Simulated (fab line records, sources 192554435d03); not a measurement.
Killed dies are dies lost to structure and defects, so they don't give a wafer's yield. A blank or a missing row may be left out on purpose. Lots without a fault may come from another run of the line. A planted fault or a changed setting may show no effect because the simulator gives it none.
Chamber matching | flow n5_finfet | N5_HKMG_FIN_ALD_36 on ald_metal-04: 4 sister chambers
The step deposits TiN, target thk 1 nm, pulse time 1 s, purge time 3 s. 8 wafers are shown with their chamber, then 8 later ones without.

WAFERS WITH THEIR CHAMBER
wafer  | chamber | heater_power_w (W) | precursor_pulse_height_rel
L077.1 | 0       | 860                | 1.027
L077.5 | 0       | 870                | 0.970
L083.4 | 1       | 1078               | 0.968
L083.5 | 2       | 912                | 1.017
L081.2 | 3       | 791                | 0.996
L081.4 | 2       | 888                | 0.997
L081.6 | 1       | 1057               | 0.998
L090.2 | 3       | 819                | 1.012

WAFERS WITHOUT THEIR CHAMBER
wafer  | heater_power_w (W) | precursor_pulse_height_rel
L090.3 | 909                | 1.005
L090.4 | 865                | 1.001
L093.1 | 895                | 1.040
L093.3 | 1053               | 0.994
L093.5 | 878                | 0.981
L096.1 | 892                | 1.000
L096.3 | 865                | 1.001
L096.5 | 826                | 1.020

WHICH CHAMBER EACH WENT THROUGH
wafer  | from the rows above     | in truth
L090.3 | 2                       | 2
L090.4 | 0                       | 0
L093.1 | can't be placed: 2 or 0 | 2
L093.3 | 1                       | 1
L093.5 | can't be placed: 0 or 2 | 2
L096.1 | can't be placed: 2 or 0 | 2
L096.3 | 0                       | 0
L096.5 | can't be placed: 3 or 0 | 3
Placed correctly: 4 of 8. Can't be placed from these rows: 4 (the true chamber is among the candidates in 4). Placed wrongly: 0.
How it was worked out, from the rows above alone: a wafer's distance from a chamber is the root of the sum, over the readings, of the square of ((its reading less the chamber's mean) divided by the reading's scatter). The wafer belongs to the nearest chamber; if the next one is less than 2 further off, it can't be placed. A chamber's mean is the mean of its shown wafers. The scatter: the root of (the sum of the squares of (reading less its chamber's mean) over the shown wafers, divided by (wafers less chambers)).
